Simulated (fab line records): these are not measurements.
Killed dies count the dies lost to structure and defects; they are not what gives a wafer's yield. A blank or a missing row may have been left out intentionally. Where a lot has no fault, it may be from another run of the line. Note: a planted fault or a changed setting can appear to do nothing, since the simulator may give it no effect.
What tool caused it?    flow nand_harc    36 wafers from 12 lots sampled at 5 of the route's 1302 steps

== WHAT EACH GAUGE READ, for each wafer ==
NHARC_THIN_TSV_CD_MEAS_33: the cd target is 5000 nm. Usual: cd_nm 5001.2 nm, standard deviation 1.7.
lot   measured      on         cd_nm (nm)            flag
L929  day 24 09:29  cd_sem-01  5000.4 4997.9 4999.2  
L932  day 24 23:46  cd_sem-01  4998.5 5004.8 5000.4  
L931  day 25 07:47  cd_sem-02  5000.9 5002.8 5003.0  
L935  day 25 20:43  cd_sem-01  5001.4 5002.3 4999.8  
L937  day 27 03:22  cd_sem-01  5003.6 5004.9 5001.4  
L940  day 29 07:03  cd_sem-02  4997.5 5001.2 5001.4  
L945  day 30 01:51  cd_sem-01  4997.7 5003.5 5001.7  
L943  day 30 15:28  cd_sem-03  5001.5 5000.1         
L946  day 31 01:49  cd_sem-03  5003.8 5004.4         
L949  day 32 08:17  cd_sem-01  5001.9 4999.2 5000.2  
L950  day 33 02:59  cd_sem-02  5001.8 4999.4 5000.7  
L951  day 34 13:07  cd_sem-02  5001.9 5002.5 5001.9  

NHARC_END_SORT_01. Usual: defect_limited_yield 91.6 %, standard deviation 2.8; killed_at_array 52, standard deviation 18; killed_at_other 0.6, standard deviation 0.83; killed_at_periphery 4.3, standard deviation 2.8; killed_dies 57, standard deviation 19; killed_open 3.4, standard deviation 2; killed_short 2.5, standard deviation 1.7; sort_bin_2_pct 3.0 %, standard deviation 1.1; sort_bin_3_pct 0.6 %, standard deviation 0.41; sort_bin_4_pct 4.7 %, standard deviation 1.6; sort_n_pass 620, standard deviation 19; sort_rim_yield_pct 91 %, standard deviation 3.7; sort_yield_pct 91.6 %, standard deviation 2.8.
lot   measured      on         defect_limited_yield (%)  killed_at_array  killed_at_other  killed_at_periphery  killed_dies  killed_open  killed_short  sort_bin_2_pct (%)  sort_bin_3_pct (%)  sort_bin_4_pct (%)  sort_n_pass  sort_rim_yield_pct (%)  sort_yield_pct (%)  flag
L929  day 24 20:28  prober-01  89.8 87.7 90.0            61 72 63         3 0 2            5 11 3               69 83 68     1 6 2        1 4 2         4.0 2.8 3.1         0.6 0.9 0.3         5.6 8.6 6.6         608 594 609  91 90 91                89.8 87.7 90.0      
L932  day 25 12:23  prober-02  88.2 89.4 88.0            68 63 71         0 0 0            12 9 10              80 72 81     10 4 3       3 0 3         4.9 2.8 3.1         0.7 0.6 1.5         6.2 7.2 7.4         597 605 596  92 87 90                88.2 89.4 88.0      
L931  day 25 16:49  prober-01  96.0 97.6 95.3            24 12 25         0 1 2            3 3 5                27 16 32     0 2 6        8 1 2         1.2 0.3 0.9         0 0.1 0.4           2.8 1.9 3.4         650 661 645  91 96 93                96.0 97.6 95.3      
L935  day 26 06:37  prober-01  90.3 91.4 90.0            61 55 66         0 1 0            5 2 2                66 58 68     6 2 2        3 1 5         3.4 3.4 3.0         0.6 0.6 0.7         5.8 4.6 6.4         611 619 609  95 97 93                90.3 91.4 90.0      
L937  day 27 15:25  prober-01  91.4 90.1 91.7            55 64 53         1 1 0            2 2 3                58 67 56     3 2 4        3 2 4         3.4 4.4 3.2         0.4 0.7 0.4         4.7 4.7 4.6         619 610 621  92 93 92                91.4 90.1 91.7      
L940  day 29 17:01  prober-01  93.6 94.8 95.0            37 31 25         1 0 1            5 4 8                43 35 34     4 4 3        3 2 2         2.7 3.2 2.1         0 0.4 0             3.7 1.5 3.0         634 642 643  88 92 91                93.6 94.8 95.0      
L945  day 30 18:14  prober-01  93.9 94.1 93.8            32 31 32         0 4 1            9 5 9                41 40 42     7 1 3        3 1 2         2.2 1.8 2.1         0 0.6 0.1           3.8 3.5 4.0         636 637 635  92 94 92                93.9 94.1 93.8      
L943  day 31 02:07  prober-02  94.8 92.8 0               32 42 673        0 1 1            3 6 3                35 49 677    2 5 4        2 3 1         1.8 2.4 96.2        0.4 0.1 0.4         3.0 4.7 3.4         642 628 0    93 86 0                 94.8 92.8 0         OFF
L946  day 31 12:07  prober-01  89.4 87.9 0.3             63 72 670        0 1 0            9 9 5                72 82 675    8 4 4        2 0 0         4.9 4.0 92.5        0.7 0.6 0.9         5.0 7.5 6.4         605 595 2    91 89 0                 89.4 87.9 0.3       OFF
L949  day 32 21:17  prober-01  92.5 92.3 91.9            46 42 49         2 0 0            3 10 6               51 52 55     1 2 3        5 2 2         3.0 3.5 2.8         1.0 0.4 0.7         3.5 3.7 4.6         626 625 622  81 86 87                92.5 92.3 91.9      
L950  day 33 12:03  prober-02  93.6 95.9 93.6            35 25 39         0 0 0            8 3 4                43 28 43     3 0 2        2 1 2         2.5 2.7 1.8         0.4 0.3 0.4         3.4 1.2 4.1         634 649 634  89 91 88                93.6 95.9 93.6      
L951  day 34 22:08  prober-01  93.1 93.4 91.4            45 44 53         0 0 2            2 1 3                47 45 58     2 6 3        2 1 4         2.5 2.4 2.8         0.7 0.4 0.6         3.7 3.8 5.2         630 632 619  89 92 85                93.1 93.4 91.4      

== EACH LOT AND THE TOOL THAT RAN IT (in order: tool; ch and the chambers of the sampled wafers; start) ==
lot   NHARC_A_M0_PVD_21             NHARC_THIN_TSV_PRE_CLEAN_54   NHARC_THIN_TSV_ETCH_59
L929  pvd_sputter-03, day 23 07:31  pvd_sputter-01, day 24 08:27  rie_metal-02 ch 0,1, day 24 09:47
L932  pvd_sputter-02, day 23 17:08  pvd_sputter-03, day 24 22:42  rie_metal-02 ch 0,1, day 25 00:05
L931  pvd_sputter-03, day 24 00:14  pvd_sputter-03, day 25 06:44  rie_metal-01 ch 0,1, day 25 08:07
L935  pvd_sputter-01, day 24 14:53  pvd_sputter-03, day 25 19:38  rie_metal-03 ch 0, day 25 21:03
L937  pvd_sputter-02, day 25 19:15  pvd_sputter-01, day 27 02:21  rie_metal-02 ch 0,1, day 27 03:38
L940  pvd_sputter-03, day 28 00:25  pvd_sputter-01, day 29 06:00  rie_metal-01 ch 0,1, day 29 07:22
L945  pvd_sputter-03, day 28 21:44  pvd_sputter-02, day 30 00:55  rie_metal-02 ch 1, day 30 02:08
L943  pvd_sputter-03, day 29 05:41  pvd_sputter-03, day 30 14:24  rie_metal-01 ch 0,1, day 30 15:48
L946  pvd_sputter-03, day 29 20:19  pvd_sputter-01, day 31 00:45  rie_metal-02 ch 1, day 31 02:11
L949  pvd_sputter-01, day 30 22:34  pvd_sputter-01, day 32 07:22  rie_metal-03 ch 0,1, day 32 08:36
L950  pvd_sputter-02, day 31 16:47  pvd_sputter-02, day 33 01:56  rie_metal-03 ch 0,1, day 33 03:16
L951  pvd_sputter-02, day 33 08:32  pvd_sputter-01, day 34 12:02  rie_metal-02 ch 0,1, day 34 13:24
- NHARC_A_M0_PVD_21: deposits Cu, target thk 30 nm, time 20.49 s.
- NHARC_THIN_TSV_PRE_CLEAN_54: time 30 s.
- NHARC_THIN_TSV_ETCH_59: etches the open film in Cl2/BCl3, target depth 880 nm, time 138.1 s.

== AS READ BY THE TOOLS THEMSELVES (means over the sampled wafers that have a number; for cases with no such wafer, the mark the record gives instead) ==
NHARC_A_M0_PVD_21. Usual: throttle_valve_pct 29.8 %, standard deviation 1.3.
lot   tool            throttle_valve_pct (%)  flag
L929  pvd_sputter-03  30.1                    
L932  pvd_sputter-02  30.1                    
L931  pvd_sputter-03  29.1                    
L935  pvd_sputter-01  29.6                    
L937  pvd_sputter-02  30.1                    
L940  pvd_sputter-03  28.2                    
L945  pvd_sputter-03  29.0                    
L943  pvd_sputter-03  29.3                    
L946  pvd_sputter-03  30.0                    
L949  pvd_sputter-01  30.3                    
L950  pvd_sputter-02  30.5                    
L951  pvd_sputter-02  29.1                    

NHARC_THIN_TSV_PRE_CLEAN_54. Usual: heater_power_w 414 W, standard deviation 43.
lot   tool            heater_power_w (W)  flag
L929  pvd_sputter-01  447                 
L932  pvd_sputter-03  398                 
L931  pvd_sputter-03  401                 
L935  pvd_sputter-03  408                 
L937  pvd_sputter-01  456                 
L940  pvd_sputter-01  452                 
L945  pvd_sputter-02  396                 
L943  pvd_sputter-03  389                 
L946  pvd_sputter-01  409                 
L949  pvd_sputter-01  435                 
L950  pvd_sputter-02  382                 
L951  pvd_sputter-01  428                 

NHARC_THIN_TSV_ETCH_59. Usual: bcl3_flow_sccm 30.00 sccm, standard deviation 0.094; chamber_pressure_mTorr 10.000 mTorr, standard deviation 0.0091; drypump_motor_current_A 6.0 A, standard deviation 0.49; oes_product_au 0.999 a.u., standard deviation 0.011; rf_fwd_power_W 896.0 W, standard deviation 3; throttle_valve_pct 22.264 %, standard deviation 0.0087.
lot   tool          bcl3_flow_sccm (sccm)  chamber_pressure_mTorr (mTorr)  drypump_motor_current_A (A)  oes_product_au (a.u.)  rf_fwd_power_W (W)  throttle_valve_pct (%)  flag
L929  rie_metal-02  30.05                  9.997                           5.5                          0.996                  893.8               22.263                  
L932  rie_metal-02  30.07                  9.995                           5.5                          0.993                  893.8               22.268                  
L931  rie_metal-01  30.00                  9.998                           5.6                          0.990                  898.5               22.267                  
L935  rie_metal-03  29.98                  10.006                          6.6                          1.007                  892.9               22.264                  
L937  rie_metal-02  30.04                  10.012                          5.8                          1.007                  897.4               22.263                  
L940  rie_metal-01  30.04                  10.002                          5.7                          1.005                  896.2               22.266                  
L945  rie_metal-02  30.10                  10.007                          6.1                          0.994                  894.0               22.259                  
L943  rie_metal-01  29.98                  9.995                           5.8                          0.997                  902.3               22.271                  
L946  rie_metal-02  29.96                  9.994                           6.2                          1.006                  895.0               22.259                  
L949  rie_metal-03  29.98                  10.001                          6.4                          1.011                  893.3               22.269                  
L950  rie_metal-03  30.08                  10.001                          6.4                          1.011                  895.5               22.256                  
L951  rie_metal-02  29.98                  10.008                          5.5                          0.995                  895.1               22.262                  

== THE ANSWER, worked out from the rows above alone ==
Rule: a lot is off if the mean of its wafers that have a number lies more than 3 standard deviations from the usual mean. Also off: a lot with no number at a reading for which 4 or more lots have one. Any other lot the step has rows for is counted as sound. Order of review: gauges by route order, followed by the tools' own readings, for which a lot's mean as printed above is used. At the first step where some lot is off, the reading lying furthest off is the one used; lots without a number count as furthest.
Off: L943, L946 (NHARC_END_SORT_01, sort_bin_2_pct).
A tool fits if, at a process step before that reading, it ran every lot that is off, and no sound lot after the first of them. Those tools and the gauges at NHARC_END_SORT_01 are tried in the same way. One fits: NHARC_A_M0_PVD_21 on pvd_sputter-03. Its last sound lot is L945 (day 28 21:44), its first lot that is off L943 (day 29 05:41): a fault that began between those two fits.

== WHAT THE SIMULATOR HAD INSERTED ==
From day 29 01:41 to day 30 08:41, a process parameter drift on pvd_sputter-03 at NHARC_A_M0_PVD_21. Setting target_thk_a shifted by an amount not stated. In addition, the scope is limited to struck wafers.
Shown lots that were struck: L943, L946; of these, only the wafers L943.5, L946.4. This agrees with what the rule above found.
